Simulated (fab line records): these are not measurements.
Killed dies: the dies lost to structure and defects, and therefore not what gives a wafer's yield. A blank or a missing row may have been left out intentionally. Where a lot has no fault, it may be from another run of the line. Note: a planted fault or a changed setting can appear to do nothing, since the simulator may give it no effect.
fab line records	flow nand_harc
record lots=5	wafers=15	last_day=24
route steps=1159 shown P_M0@263
lots with no fault: from the same line, run without faults
start_h: hours from the record's opening day to when the first of the lot's shown wafers began	wait_h: hours from the lot's prior step to this one	" identical to the entry in the row above	L1.1+2: a row that stands for several wafers	- no value, or no start was given	* or withheld: withheld	< > ~ a bound
route shown NAME@n: names a module that has steps shown in the file, with the first one's number in the route	usual: mean and standard deviation over wafers with no fault	same: alike in all rows	chamber/n: place in a boat	sites: the reading at each site	_std_site: standard deviation across them	_edge_site: the outer-site mean with the inner-site mean subtracted	radius_mm: how far each site lies from the wafer's centre	mask NAME#n: copy n	behind: the tool/chamber that last shaped the wafer	hold: reason for holding the lot/hours on hold/outcome of the hold	device: transistor that didn't switch, given as n, p or np	end of line: the route-end tests of the same wafers	for a step that has no rows: nothing shown but its recipe	killed: the dies lost at the first sort to structure and to defects; this is not the yield of the wafer	map: the dies of a wafer, with x for killed, . for not killed, _ for no die there
set.NAME: setting as actually run; set.NAME@STEP: the setting as run at that earlier step	model.NAME: the simulator's own value behind a step, which no gauge read
a table for each step, a row for each wafer; lots at some steps of the route
services: the hour from which a tool's chamber was out of use, counted from the record's first day as start_h (under 0 if before that day), plus the number of hours and why
## steps
# step NHARC_P_M0_CD_MEAS_09
# recipe target_cd_nm=90	landing_energy_ev=500
# usual cd_nm=90.0/0.62
# same landing_energy_ev=500
lot.wafer	tool	chamber	start_h	wait_h	cd_nm
L074.1	cd_sem-02	0	118.92	-	90.9
L074.4	"	0	"	"	90.4
L074.5	"	0	"	"	91.8
L076.1	cd_sem-02	0	131.25	-	89.6
L076.3	"	0	"	"	89.3
L076.4	"	0	"	"	89.1
L088.1	cd_sem-03	0	210.03	-	88.3
L088.3	"	0	"	"	89.4
L088.6	"	0	"	"	89.5
L091.2	cd_sem-01	0	216.00	-	91.1
L091.3	"	0	"	"	90.6
L091.4	"	0	"	"	91.2
L097.1	cd_sem-03	0	258.18	-	89.0
L097.4	"	0	"	"	90.1
L097.6	"	0	"	"	89.7
# step NHARC_P_M0_OVL_MEAS_10
# recipe pitch_nm=180
# usual overlay_x_nm=-0.1/0.79	overlay_y_nm=0.0/0.7
lot.wafer	tool	chamber	start_h	wait_h	overlay_x_nm	overlay_y_nm
L074.1	overlay-02	-	119.01	-	-0.3	0.0
L074.4	"	-	"	"	-1.4	0.1
L074.5	"	-	"	"	-1.9	0.3
L076.1	overlay-02	-	131.34	-	1.5	-0.3
L076.3	"	-	"	"	0.9	0.3
L076.4	"	-	"	"	0.9	-0.6
L088.1	overlay-01	-	210.12	-	-0.8	0.2
L088.3	"	-	"	"	-0.7	0.3
L088.6	"	-	"	"	-0.7	0.3
L091.2	overlay-01	-	216.09	-	-0.6	-0.5
L091.3	"	-	"	"	-0.6	-0.6
L091.4	"	-	"	"	0.3	-0.1
L097.1	overlay-02	-	258.27	-	1.1	-0.4
L097.4	"	-	"	"	1.3	0.1
L097.6	"	-	"	"	1.1	-0.5
# step NHARC_P_M0_INSPECT_11
# usual raw_defect_count=4.2/2.6
lot.wafer	tool	chamber	start_h	wait_h	raw_defect_count
L074.1	defect_inspect-02	-	119.04	0.0	2
L074.4	"	-	"	"	2
L074.5	"	-	"	"	3
L076.1	defect_inspect-01	-	131.38	0.0	2
L076.3	"	-	"	"	6
L076.4	"	-	"	"	7
L088.1	defect_inspect-01	-	210.16	0.0	3
L088.3	"	-	"	"	0
L088.6	"	-	"	"	5
L091.2	defect_inspect-01	-	216.12	0.0	2
L091.3	"	-	"	"	6
L091.4	"	-	"	"	3
L097.1	defect_inspect-02	-	258.31	0.0	2
L097.4	"	-	"	"	1
L097.6	"	-	"	"	1
# step NHARC_P_M0_DESCUM_14
# recipe time_s=3	o2_flow_sccm=200	ar_flow_sccm=0	bias_power_w=0	chemistry=O2
# usual drypump_motor_current_A=5.7/0.49	oes_product_au=0.997/0.0075	rf_vpp_V=57.9/0.94	showerhead_plenum_p_Torr=1.94/0.083	throttle_valve_pct=11.312/0.0086
lot.wafer	tool	chamber	start_h	wait_h	drypump_motor_current_A	oes_product_au	rf_hours_counter_h	rf_vpp_V	showerhead_plenum_p_Torr	throttle_valve_pct
L074.1	rie_diel-02	2	119.12	0.1	6.0	0.998	10	58.7	1.94	11.309
L074.4	"	3	"	"	5.5	0.992	10	58.5	1.87	11.312
L074.5	"	2	"	"	6.0	1.004	-	58.8	1.94	11.322
L076.4	rie_diel-13	2	131.45	0.1	5.2	0.987	1	58.6	2.00	11.330
L076.1	"	3	"	"	6.5	0.997	1	56.9	1.99	11.320
L076.3	"	0	"	"	4.8	0.996	1	58.4	1.85	11.320
L088.1	rie_diel-06	2	210.22	0.1	5.6	1.008	10	59.0	2.06	11.324
L088.3	"	0	"	"	5.9	0.989	9	56.7	1.98	11.301
L088.6	"	2	"	"	5.6	1.001	-	59.1	2.06	11.314
L091.4	rie_diel-02	2	216.19	0.1	6.1	0.994	4	57.8	1.94	11.304
L091.2	"	3	"	"	5.5	1.001	4	58.2	1.87	11.307
L091.3	"	0	"	"	5.5	0.992	4	59.1	1.80	11.311
L097.1	rie_diel-06	3	258.37	0.1	5.0	0.987	0	58.1	1.94	11.310
L097.4	"	1	"	"	6.2	0.994	0	58.2	2.00	11.317
L097.6	"	0	"	"	6.0	0.992	-	57.6	1.98	11.312
# step NHARC_P_M0_ETCH_34
# recipe target_depth_a=400	overetch_a=120	time_s=43.94	ion_energy_ev=200	n2_flow_sccm=150	h2_flow_sccm=150	ar_flow_sccm=0	rf_w=400	bias_w=150	chemistry=N2/H2
# usual drypump_motor_current_A=5.8/0.48	oes_product_au=0.995/0.0075	rf_vpp_V=431.3/2.6	showerhead_plenum_p_Torr=2.07/0.089	throttle_valve_pct=14.171/0.0082
lot.wafer	tool	chamber	start_h	wait_h	drypump_motor_current_A	oes_product_au	rf_hours_counter_h	rf_vpp_V	showerhead_plenum_p_Torr	throttle_valve_pct
L074.4	rie_diel-02	0	119.19	0.1	5.5	0.998	10	426.5	1.92	14.169
L074.1	"	1	"	"	6.1	1.007	9	428.5	1.94	14.171
L074.5	"	0	"	"	5.5	0.993	-	426.6	1.92	14.182
L076.4	rie_diel-13	1	131.53	0.1	6.8	1.001	1	433.4	2.12	14.180
L076.1	"	2	"	"	5.2	0.990	1	433.0	2.14	14.180
L076.3	"	3	"	"	6.5	0.997	1	432.9	2.12	14.179
L088.1	rie_diel-06	2	210.32	0.1	5.6	1.005	10	435.4	2.20	14.174
L088.3	"	3	"	"	5.0	0.995	10	430.7	2.07	14.180
L088.6	"	1	"	"	6.1	1.006	-	433.0	2.13	14.159
L091.3	rie_diel-02	3	216.28	0.1	5.5	1.001	4	428.6	1.99	14.162
L091.2	"	0	"	"	5.5	0.989	4	426.3	1.92	14.165
L091.4	"	1	"	"	6.1	0.998	4	428.7	1.94	14.172
L097.4	rie_diel-06	3	258.45	0.1	5.0	0.988	0	430.8	2.07	14.181
L097.1	"	1	"	"	6.1	0.993	0	432.7	2.13	14.168
L097.6	"	3	"	"	5.0	0.990	-	429.8	2.07	14.169
# step NHARC_P_M0_ETCH_15
# recipe target_depth_a=1500	overetch_a=150	time_s=82.5	c4f8_flow_sccm=withheld	ar_flow_sccm=400	rf_w=600	bias_w=300	chemistry=C4F8/Ar
# usual oes_product_au=0.950/0.023	rf_vpp_V=441.6/2.5
lot.wafer	tool	chamber	start_h	wait_h	oes_product_au	rf_hours_counter_h	rf_vpp_V
L074.1	rie_diel-02	0	-	-	0.981	10	436.2
L074.4	"	1	"	"	0.962	9	437.8
L074.5	"	0	"	"	0.987	-	438.5
L076.4	rie_diel-13	1	-	-	0.971	1	443.2
L076.1	"	2	"	"	0.967	1	444.5
L076.3	"	3	"	"	0.971	1	442.8
L088.3	rie_diel-06	2	-	-	0.921	10	444.7
L088.1	"	0	"	"	0.910	9	442.5
L088.6	"	3	"	"	0.910	-	440.6
L091.4	rie_diel-02	2	-	-	0.971	4	441.7
L091.2	"	3	"	"	0.981	4	440.2
L091.3	"	1	"	"	0.970	4	438.8
L097.1	rie_diel-06	0	-	-	0.961	0	443.4
L097.4	"	1	"	"	0.986	0	443.1
L097.6	"	0	"	"	0.959	-	441.8
# step NHARC_P_M0_CD_MEAS_16
# usual cd_nm=90.0/0.83
lot.wafer	tool	chamber	start_h	wait_h	cd_nm
L074.1	cd_sem-02	-	119.41	-	91.7
L074.4	"	-	"	"	91.4
L074.5	"	-	"	"	92.9
L076.1	cd_sem-01	-	131.74	-	89.5
L076.3	"	-	"	"	89.3
L076.4	"	-	"	"	88.7
L088.1	cd_sem-01	-	210.52	-	88.6
L088.3	"	-	"	"	89.5
L088.6	"	-	"	"	90.0
L091.2	cd_sem-02	-	216.49	-	91.5
L091.3	"	-	"	"	90.7
L091.4	"	-	"	"	91.7
L097.1	cd_sem-01	-	258.67	-	88.6
L097.4	"	-	"	"	90.6
L097.6	"	-	"	"	88.8
# step NHARC_P_M0_STRIP_18
# recipe power_w=1000	n2_flow_sccm=150	h2_flow_sccm=150	ar_flow_sccm=0	bias_w=0	chemistry=N2/H2
# usual drypump_motor_current_A=5.8/0.59	oes_product_au=0.998/0.0077	rf_vpp_V=90.9/0.97	showerhead_plenum_p_Torr=2.07/0.086	throttle_valve_pct=14.171/0.0091
lot.wafer	tool	chamber	start_h	wait_h	drypump_motor_current_A	oes_product_au	rf_hours_counter_h	rf_vpp_V	showerhead_plenum_p_Torr	throttle_valve_pct
L074.4	rie_diel-13	3	119.53	0.1	6.5	0.998	0.8	92.6	2.12	14.153
L074.1	"	0	"	"	4.8	0.997	0.9	89.1	1.97	14.167
L074.5	"	2	"	"	5.2	0.988	-	91.4	2.14	14.177
L076.3	rie_diel-13	3	131.81	0.1	6.5	1.013	1.0	91.7	2.12	14.169
L076.1	"	1	"	"	6.8	1.015	1.0	91.9	2.12	14.175
L076.4	"	2	"	"	5.2	0.998	0.8	91.9	2.14	14.186
L088.1	rie_diel-02	3	210.65	0.1	5.5	0.991	3.7	91.0	1.99	14.182
L088.3	"	0	"	"	5.5	1.000	3.9	89.9	1.92	14.180
L088.6	"	2	"	"	6.1	0.997	-	90.4	2.07	14.177
L091.4	rie_diel-13	2	216.58	0.1	5.2	0.985	7.1	90.5	2.14	14.152
L091.3	"	3	"	"	6.5	0.994	7.5	90.6	2.12	14.145
L091.2	"	0	"	"	4.8	0.989	8.0	90.2	1.96	14.167
L097.1	rie_diel-02	3	258.77	0.1	5.5	1.004	8.1	90.8	1.99	14.158
L097.4	"	0	"	"	5.5	0.996	7.5	90.0	1.92	14.167
L097.6	"	3	"	"	5.5	0.998	-	89.9	1.99	14.187
# step NHARC_P_M0_STRIP_19
# recipe time_s=600	temp_c=30	chemistry=post_etch_residue_remover
lot.wafer	tool	chamber	start_h	wait_h
L074.4+5+1	wet_bench-06	5,6,0	119.77	-
L076.1+3+4	wet_bench-05	0,1,3	132.09	-
L088.1+3+6	wet_bench-06	0,4,5	210.87	-
L091.2+3+4	wet_bench-05	6,1,3	216.83	-
L097.1+6+4	wet_bench-07	7,1,2	259.02	-
# step NHARC_P_M0_DEGAS_28
# recipe temp_c=250	time_s=60
# usual heater_power_w=338/36
lot.wafer	tool	chamber	start_h	wait_h	heater_power_w
L074.4	pvd_sputter-03	-	120.02	-	421
L074.1	"	-	"	"	362
L074.5	"	-	"	"	405
L076.3	pvd_sputter-03	-	132.35	-	413
L076.4	"	-	"	"	370
L076.1	"	-	"	"	308
L088.3	pvd_sputter-01	-	211.14	-	309
L088.1	"	-	"	"	320
L088.6	"	-	"	"	314
L091.3	pvd_sputter-03	-	217.11	-	411
L091.2	"	-	"	"	362
L091.4	"	-	"	"	320
L097.4	pvd_sputter-02	-	259.30	-	329
L097.1	"	-	"	"	317
L097.6	"	-	"	"	325
# step NHARC_P_M0_PRE_CLEAN_29
# recipe time_s=30	temp_c=280	gas=H2/He
# usual heater_power_w=416/46
lot.wafer	tool	chamber	start_h	wait_h	heater_power_w
L074.4	pvd_sputter-03	-	-	-	512
L074.1	"	-	"	"	380
L074.5	"	-	"	"	516
L076.4	pvd_sputter-03	-	-	-	387
L076.1	"	-	"	"	502
L076.3	"	-	"	"	441
L088.1	pvd_sputter-01	-	-	-	384
L088.3	"	-	"	"	382
L088.6	"	-	"	"	386
L091.4	pvd_sputter-03	-	-	-	388
L091.3	"	-	"	"	439
L091.2	"	-	"	"	389
L097.1	pvd_sputter-02	-	-	-	373
L097.4	"	-	"	"	383
L097.6	"	-	"	"	364
# step NHARC_P_M0_PVD_20
# recipe target_thk_a=50	bias_v=168.6	power_w=15000	chamber_pressure_pa=0.12	time_s=8.06	substrate_temp_c=50	material=TaN
# usual bias_v=168.4/1.7	chamber_pressure_pa=0.11998/0.00022	throttle_valve_pct=29.8/0.84
lot.wafer	tool	chamber	start_h	wait_h	bias_v	chamber_pressure_pa	throttle_valve_pct
L074.4	pvd_sputter-03	-	-	-	166.7	0.12001	30.1
L074.1	"	-	"	"	165.7	0.12012	29.0
L074.5	"	-	"	"	169.4	0.11983	30.4
L076.3	pvd_sputter-03	-	-	-	170.2	0.12032	30.3
L076.1	"	-	"	"	167.8	0.12004	30.3
L076.4	"	-	"	"	168.3	0.12005	29.2
L088.1	pvd_sputter-01	-	-	-	169.9	0.12009	28.1
L088.3	"	-	"	"	169.0	0.12004	30.9
L088.6	"	-	"	"	169.5	0.12001	28.5
L091.3	pvd_sputter-03	-	-	-	168.0	0.12033	29.1
L091.2	"	-	"	"	169.3	0.12038	30.4
L091.4	"	-	"	"	167.7	0.1201	29.3
L097.4	pvd_sputter-02	-	-	-	169.1	0.11993	30.3
L097.1	"	-	"	"	169.2	0.12009	28.7
L097.6	"	-	"	"	170.8	0.1201	30.5
# step NHARC_P_M0_PVD_21
# recipe target_thk_a=300	chamber_pressure_pa=5	power_w=5000	substrate_temp_c=30	time_s=20.49	material=Cu
# usual chamber_pressure_pa=4.999/0.011	throttle_valve_pct=29.8/0.82
lot.wafer	tool	chamber	start_h	wait_h	chamber_pressure_pa	throttle_valve_pct
L074.4	pvd_sputter-03	-	-	-	5.012	29.4
L074.1	"	-	"	"	4.984	30.3
L074.5	"	-	"	"	4.992	29.2
L076.3	pvd_sputter-03	-	-	-	4.983	29.3
L076.4	"	-	"	"	4.992	30.4
L076.1	"	-	"	"	5.029	30.0
L088.3	pvd_sputter-01	-	-	-	5.018	30.7
L088.1	"	-	"	"	5.014	28.2
L088.6	"	-	"	"	5.002	30.8
L091.3	pvd_sputter-03	-	-	-	4.994	29.0
L091.4	"	-	"	"	4.992	30.3
L091.2	"	-	"	"	5.003	30.0
L097.1	pvd_sputter-02	-	-	-	5.008	30.4
L097.4	"	-	"	"	5.019	30.5
L097.6	"	-	"	"	5.010	30.4
# step NHARC_P_M0_ECD_22
# recipe target_thk_a=4000	bath_temp_c=25	material=Cu
lot.wafer	tool	chamber	start_h	wait_h
L074.1+4+5	ecd_cu-01	1,0,0	120.39	-
L076.1+3+4	ecd_cu-01	1,0,1	132.77	-
L088.1+3+6	ecd_cu-02	1,0,0	211.50	-
L091.2+4+3	ecd_cu-02	0,0,1	217.46	-
L097.1+4+6	ecd_cu-02	1,0,1	259.69	-
# step NHARC_P_M0_ANNEAL_30
# recipe temp_c=225	time_s=90
# usual anneal_temp_c_max=226.27/0.3	wafer_temp_C_max=226.4/0.59
lot.wafer	tool	chamber	start_h	wait_h	anneal_temp_c_max	wafer_temp_C_max
L074.1	rtp_anneal-02	0	120.77	-	226.38	226.0
L074.4	"	0	"	"	226.21	226.1
L074.5	"	0	"	"	225.89	225.9
L076.1	rtp_anneal-01	0	133.10	0.3	226.49	227.0
L076.3	"	0	"	"	226.29	226.4
L076.4	"	0	"	"	226.35	226.7
L088.1	rtp_anneal-01	0	211.97	0.4	226.46	226.2
L088.3	"	0	"	"	226.99	226.6
L088.6	"	0	"	"	226.45	226.2
L091.2	rtp_anneal-02	0	217.89	-	226.33	225.8
L091.3	"	0	"	"	225.87	225.7
L091.4	"	0	"	"	226.00	226.0
L097.1	rtp_anneal-02	0	260.08	0.3	226.29	225.6
L097.4	"	0	"	"	226.02	226.1
L097.6	"	0	"	"	225.96	225.8
## services
tool	chamber	start_h	hours	kind
ecd_cu-01	-	96.00	8.0	pm
wet_bench-07	-	96.00	8.0	pm
rie_diel-13	-	99.00	9.0	pm
pvd_sputter-03	-	102.00	10.0	pm
rie_diel-02	0	105.25	-	clean
rie_diel-02	1	105.25	-	clean
rie_diel-02	2	105.25	-	clean
rie_diel-02	3	105.25	-	clean
wet_bench-06	-	129.60	8.0	pm
pvd_sputter-02	-	129.72	3.8	repair
rie_diel-02	0	129.75	-	clean
rie_diel-02	1	129.75	-	clean
rie_diel-06	3	140.28	4.9	repair
rie_diel-02	-	150.70	9.0	pm
pvd_sputter-01	-	158.00	10.0	pm
rie_diel-02	-	172.14	0.6	repair
ecd_cu-02	-	180.00	8.0	pm
rie_diel-13	2	194.24	4.3	repair
wet_bench-05	-	196.80	8.0	pm
pvd_sputter-03	-	202.88	5.0	repair
pvd_sputter-02	-	214.04	10.0	pm
ecd_cu-02	-	231.56	7.2	repair
rie_diel-06	-	241.20	9.0	pm
rie_diel-02	-	244.49	1.0	repair
## key
fault none
